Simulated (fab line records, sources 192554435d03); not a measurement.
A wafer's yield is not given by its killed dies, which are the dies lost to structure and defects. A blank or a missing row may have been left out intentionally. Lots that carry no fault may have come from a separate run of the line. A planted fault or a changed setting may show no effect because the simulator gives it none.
A lot that was struck, set against a sound lot || flow n5_finfet || 14 out of 1938 route steps
Sound: these wafers, L272.1, L272.3, L272.5. Wafers L285.1, L285.5, L285.6 were the ones struck. Last of all comes the cause.
At each step with rows: each side's tool, then ch and its chambers, then its first start. Under that, the readings that differ: sound wafers || struck wafers || difference of the means || sigmas: that difference in standard deviations of wafers without a fault.
alike: words and numbers the same on both sides, and readings whose means are apart by under 2 such deviations; not compared: readings that were withheld, readings missing a value for some wafer, numbers with overlapping values and no deviation given by the record, and bounds like >300 which may hide the same value.
A row with sigmas, a row that says differs or no value, or rows on one side alone: a step with any of these is where the two part. Numbers that have no deviation but don't overlap get no sigmas and don't part them. A reading missing from all wafers of one side parts the sides only when that side holds two or more wafers.

N5_BEOL_M7_ILD_DEP_00: deposits SiCOH lowk from DEMS/porogen, target thk 179.75 nm, time 33.4 s.
  sound on pecvd-01 ch 0,1, day 10 00:16; struck on pecvd-04 ch 1,2, day 12 18:00
  alike: heater_power_w, showerhead_plenum_p_Torr, throttle_valve_pct
N5_BEOL_M7_CURE_74: cures SiCOH lowk, time 240 s.
  sound on uv_cure-03 ch 0, day 10 00:21; struck on uv_cure-02 ch 2, day 12 18:04
{"reading": "wafer_temp_C_max", "sound": "387.1 387.6 386.6", "struck": "386.3 385.7 385.8", "difference": -1.2, "sigmas": -2}
  alike: lamp_power_pct
N5_BEOL_M7_THK_MEAS_01:
  struck on film_metro-01, day 12 19:04; sound on film_metro-02, day 10 00:52
{"reading": "M7_ILD_THK (nm)", "sound": "152.8 151.4 155.4", "struck": "155.9 157.3 158.4", "difference": "+4.0", "sigmas": "+2"}
N5_BEOL_M7_PECVD_70: deposits SiO2 from TEOS/O2, target thk 20 nm, time 22.7 s.
  sound on pecvd-02 ch 0,1,2, day 10 00:54; struck on pecvd-02 ch 0,2, day 12 19:06
  alike: heater_power_w, showerhead_plenum_p_Torr, throttle_valve_pct
N5_BEOL_M7_HM_DEP_02: deposits TiN, target thk 20 nm.
  struck on pvd_sputter-03, day 12 19:51; sound on pvd_sputter-01, day 10 03:15
  alike: throttle_valve_pct
then, 7 steps without rows for these wafers: N5_BEOL_M7_COAT_59 (time 60 s, resist thk 100 nm); N5_BEOL_M7_COAT_60 (time 60 s, resist thk 35 nm); N5_BEOL_M7_COAT_05 (resist thk 90 nm); N5_BEOL_M7_EBR_07; N5_BEOL_M7_SOFTBAKE_06 (time 60 s); N5_BEOL_M7_EXPOSE_08 (exposes mask M7); N5_BEOL_M7_PEB_09 (peb time 60 s).
N5_BEOL_M7_DEVELOP_10: develop time 30 s.
  sound on litho_track-05 ch 0, day 10 03:34; struck on litho_track-03, day 12 20:17
  no value came back on the struck wafers for chill_plate_temp_C (C), develop_time_s (s); on the sound wafers chill_plate_temp_C (C) reads 23.13 23.08 23.08
{"reading": "model.CAR-ArF_of_BEOL_M7_COAT_05.thk_nm (nm)", "sound": "88.4 88.4 88.4", "struck": "89.8 89.6 89.6", "difference": "+1.3", "sigmas": ""}
N5_BEOL_M7_CD_MEAS_11: target cd 38.5 nm.
  sound on cd_sem-03 ch 0, day 10 03:37; struck on cd_sem-02 ch 0, day 12 20:21
{"reading": "cd_nm (nm)", "sound": "38.1 39.0 37.9", "struck": "- - -", "difference": "no value on the struck wafers", "sigmas": ""}

== WHERE THEY PART ==
Earliest at N5_BEOL_M7_CURE_74; latest, in this record, at N5_BEOL_M7_CD_MEAS_11.

WHY: what had been put in by the simulator
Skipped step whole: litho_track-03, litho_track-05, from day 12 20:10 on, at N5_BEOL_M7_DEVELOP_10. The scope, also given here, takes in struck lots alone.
